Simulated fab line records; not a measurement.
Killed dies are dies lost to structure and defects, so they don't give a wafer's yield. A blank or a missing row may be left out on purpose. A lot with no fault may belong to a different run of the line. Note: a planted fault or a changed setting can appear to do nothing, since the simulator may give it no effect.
Struck lot and sound lot, side by side / flow n5 finfet / 16 steps out of a route of 1938
Sound: these wafers, L929.1, L929.2, L929.5. Wafers L943.4, L943.5, L943.6 were the ones struck. The cause is given at the end.
Per side, at each step with rows, come the tool, then ch with its chambers, and then its first start. Under that, the readings that differ: sound wafers / struck wafers / difference of the means / sigmas: that difference in standard deviations of wafers without a fault.
alike: words and numbers the same on both sides, and readings whose means are apart by under 2 such deviations; not compared: readings that were withheld, readings missing a value for some wafer, numbers with overlapping values and no deviation given by the record, and bounds like >300 which may hide the same value.
Wherever a step has rows on one side only, a row that says differs or no value, or a row with sigmas, the two part there. Non-overlapping numbers with no deviation appear without sigmas and do not part them. A reading missing from all wafers of one side parts the sides only when that side holds two or more wafers.

first, 3 steps without rows for these wafers: N5_BEOL_M0_ETCH_109 (etches SiCN in CH3F/O2, target depth 8 nm, overetch 2.4 nm, time 27.4 s); N5_BEOL_M0_STRIP_139 (strips in post etch residue remover, time 60 s); N5_BEOL_M0_SRD_111 (time 30 s).
N5_BEOL_M0_DEGAS_112: time 60 s.
  sound on pvd sputter-03, day 6 20:35; struck on pvd sputter-03, day 10 09:31
  alike: heater power w
then, 2 steps without rows for these wafers: N5_BEOL_M0_PRE_CLEAN_113 (time 30 s); N5_BEOL_M0_ALD_136 (deposits TaN, pulse time 2 s, purge time 3 s, co reactant purge time 2 s).
N5_BEOL_M0_SURFACE_TREAT_137:
  sound on pvd sputter-03, day 6 20:55; struck on pvd sputter-03, day 10 09:54
  not compared: throttle valve pct
then, 1 step without rows for these wafers: N5_BEOL_M0_CVD_115 (deposits Co from CCTBA/H2, time 120 s).
N5_BEOL_M0_SPUTTER_116: material Cu, target thk 4 nm, time 7.37 s.
  sound on pvd sputter-01, day 6 21:04; struck on pvd sputter-01, day 10 10:07
  alike: chamber pressure pa, chuck gas flow sccm, throttle valve pct
then, 1 step without rows for these wafers: N5_BEOL_M0_ANNEAL_117 (time 60 s).
N5_BEOL_M0_SPUTTER_132: material Cu, target thk 4 nm, time 7.37 s.
  sound on pvd sputter-01, day 6 21:11; struck on pvd sputter-01, day 10 10:14
  alike: chamber pressure pa, chuck gas flow sccm, throttle valve pct
N5_BEOL_M0_ANNEAL_133: time 60 s.
  sound on pvd sputter-01, day 6 21:16; struck on pvd sputter-01, day 10 10:19
  alike: heater power w
N5_BEOL_M0_SPUTTER_134: material Cu, target thk 4 nm, time 7.37 s.
  sound on pvd sputter-01, day 6 21:19; struck on pvd sputter-01, day 10 10:21
  no value came back on the struck wafers for chamber pressure pa (Pa), chuck gas flow sccm (sccm), throttle valve pct (%); on the sound wafers chamber pressure pa (Pa) reads 0.06972 0.07006 0.07003
then, 1 step without rows for these wafers: N5_BEOL_M0_ANNEAL_135 (time 60 s).
-- record jumps: 2 days separate the struck wafers' starts on either side; left off in module BEOL_M0, taken up again in module BEOL_M4, whose first shown step is the route's number 1111 --
N5_BEOL_M4_RC_MEAS_101:
  sound on prober-01 ch 0, day 9 14:13; struck on prober-01 ch 0, day 12 19:05
  alike: DIBL_N, DIBL_P, IOFF_N, IOFF_P, ION_N, ION_P, SS_N, SS_P, VT_N, VT_P
-- a jump in the record: the struck wafers' starts before and after are 5 days apart (it breaks off in module BEOL_M4 and resumes in module PASSIVATION, where the first step shown is number 1936 of the route) --
N5_PASSIVATION_PROBE_49:
  only the struck wafers here have rows in the record (prober-02, day 18 06:49); the sound ones have none

WHERE THEY PART
At N5_BEOL_M0_SPUTTER_134 first; at N5_PASSIVATION_PROBE_49 last (within this record only).

WHY: what the simulator had put in
Skipped step whole: pvd sputter-01, from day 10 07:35 on, at N5_BEOL_M0_SPUTTER_134. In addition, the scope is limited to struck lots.
